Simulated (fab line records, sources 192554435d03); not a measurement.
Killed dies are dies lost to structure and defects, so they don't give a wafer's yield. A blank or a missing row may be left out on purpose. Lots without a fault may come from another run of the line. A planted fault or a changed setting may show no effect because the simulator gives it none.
Chamber matching | flow n5_finfet | N5_DUMMY_GATE_ETCH_44 on rie_si-05: 4 sister chambers
The step etches poly-Si in HBr/O2, stops on SiO2, target depth 127.5 nm. 8 wafers are shown with their chamber, then 7 later ones without.

WAFERS WITH THEIR CHAMBER
wafer  | chamber | throttle_valve_pct (%) | oes_product_au (a.u.)
L076.4 | 1       | 18.11                  | 0.724
L078.4 | 0       | 18.35                  | 0.730
L078.6 | 3       | 18.20                  | 0.716
L079.2 | 2       | 18.15                  | 0.718
L079.3 | 1       | 18.12                  | 0.725
L079.4 | 3       | 18.19                  | 0.724
L080.1 | 0       | 18.36                  | 0.738
L080.3 | 2       | 18.17                  | 0.719

WAFERS WITHOUT THEIR CHAMBER
wafer  | throttle_valve_pct (%) | oes_product_au (a.u.)
L080.5 | 18.36                  | 0.732
L083.2 | 18.19                  | 0.720
L083.5 | 18.19                  | 0.710
L083.6 | 18.17                  | 0.714
L089.1 | 18.12                  | 0.737
L089.2 | 18.20                  | 0.727
L089.4 | 18.16                  | 0.724

WHICH CHAMBER EACH WENT THROUGH
wafer  | from the rows above     | in truth
L080.5 | 0                       | 0
L083.2 | 3                       | 3
L083.5 | can't be placed: 3 or 2 | 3
L083.6 | can't be placed: 2 or 3 | 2
L089.1 | 1                       | 1
L089.2 | 3                       | 3
L089.4 | 2                       | 2
Placed correctly: 5 of 7. Can't be placed from these rows: 2 (the true chamber is among the candidates in 2). Placed wrongly: 0.
How it was worked out, from the rows above alone: a wafer's distance from a chamber is the root of the sum, over the readings, of the square of ((its reading less the chamber's mean) divided by the reading's scatter). The wafer belongs to the nearest chamber; if the next one is less than 2 further off, it can't be placed. A chamber's mean is the mean of its shown wafers. The scatter: the root of (the sum of the squares of (reading less its chamber's mean) over the shown wafers, divided by (wafers less chambers)).
